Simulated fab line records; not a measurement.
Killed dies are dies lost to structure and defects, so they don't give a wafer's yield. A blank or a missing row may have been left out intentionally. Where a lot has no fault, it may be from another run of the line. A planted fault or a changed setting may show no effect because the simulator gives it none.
Matching of chambers -- flow n5-finfet -- N5_BEOL_M9_ETCH_65 on rie-diel-06 has 4 sister chambers
The step etches SiARC in CF4, target depth 15.6 nm, time 26 s. 18 wafers are shown with their chamber, then 9 later ones without.

## WAFERS PAIRED WITH THEIR CHAMBERS
wafer,chamber,drypump-motor-current-A (A),throttle-valve-pct (%),showerhead-plenum-p-Torr (Torr)
L074.1,2,5.7,16.20,2.03
L074.4,3,5.9,15.50,2.10
L074.6,2,5.7,16.18,2.03
L077.1,0,5.5,15.55,2.29
L077.4,0,5.5,15.56,2.29
L077.5,1,6.2,15.92,2.21
L080.1,3,5.8,15.54,2.09
L080.5,0,5.5,15.58,2.29
L080.6,3,5.9,15.53,2.09
L081.1,0,5.5,15.59,2.29
L081.2,1,6.1,15.94,2.21
L081.3,2,5.7,15.73,2.28
L086.1,0,5.5,15.60,2.28
L086.4,1,6.2,15.98,2.20
L086.5,3,5.8,15.57,2.09
L089.1,1,6.2,15.96,2.20
L089.4,2,5.8,15.77,2.28
L089.5,2,5.8,15.74,2.28

SIGNATURES (averages over the wafers above)
reading,chamber 0,chamber 1,chamber 2,chamber 3,scatter within a chamber
drypump-motor-current-A,5.500,6.175,5.740,5.850,0.0459
throttle-valve-pct,15.5760,15.9500,15.9240,15.5350,0.132
showerhead-plenum-p-Torr,2.2880,2.2050,2.1800,2.0925,0.0733
Rule: a wafer lies at a distance from a chamber equal to the root of the sum of squares, over the readings, of (its reading less the chamber's mean, divided by the reading's scatter). The wafer belongs to the nearest chamber; if the next one is less than 2 further off, it can't be placed. The scatter: the root of (the sum of the squares of (reading less its chamber's mean) over the shown wafers, divided by (wafers less chambers)).

## WAFERS WHOSE CHAMBER IS MISSING
wafer,drypump-motor-current-A (A),throttle-valve-pct (%),showerhead-plenum-p-Torr (Torr)
L091.1,5.9,15.56,2.08
L091.2,5.8,15.74,2.28
L091.4,5.5,15.62,2.28
L095.1,5.8,15.79,2.27
L095.2,6.2,15.99,2.20
L095.3,5.5,15.62,2.28
L097.2,5.8,15.79,2.27
L097.4,5.9,15.59,2.08
L097.6,6.2,16.00,2.20

## EACH ONE'S CHAMBER
wafer,from the rows above,in truth
L091.1,3,3
L091.2,can't be placed: 2 or 3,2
L091.4,0,0
L095.1,can't be placed: 2 or 3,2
L095.2,1,1
L095.3,0,0
L097.2,can't be placed: 2 or 3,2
L097.4,3,3
L097.6,1,1
Correct placement for 6 of the 9. Cannot be placed on the basis of these rows: 3; the candidates contain the true chamber in 3. Number placed wrongly: 0.
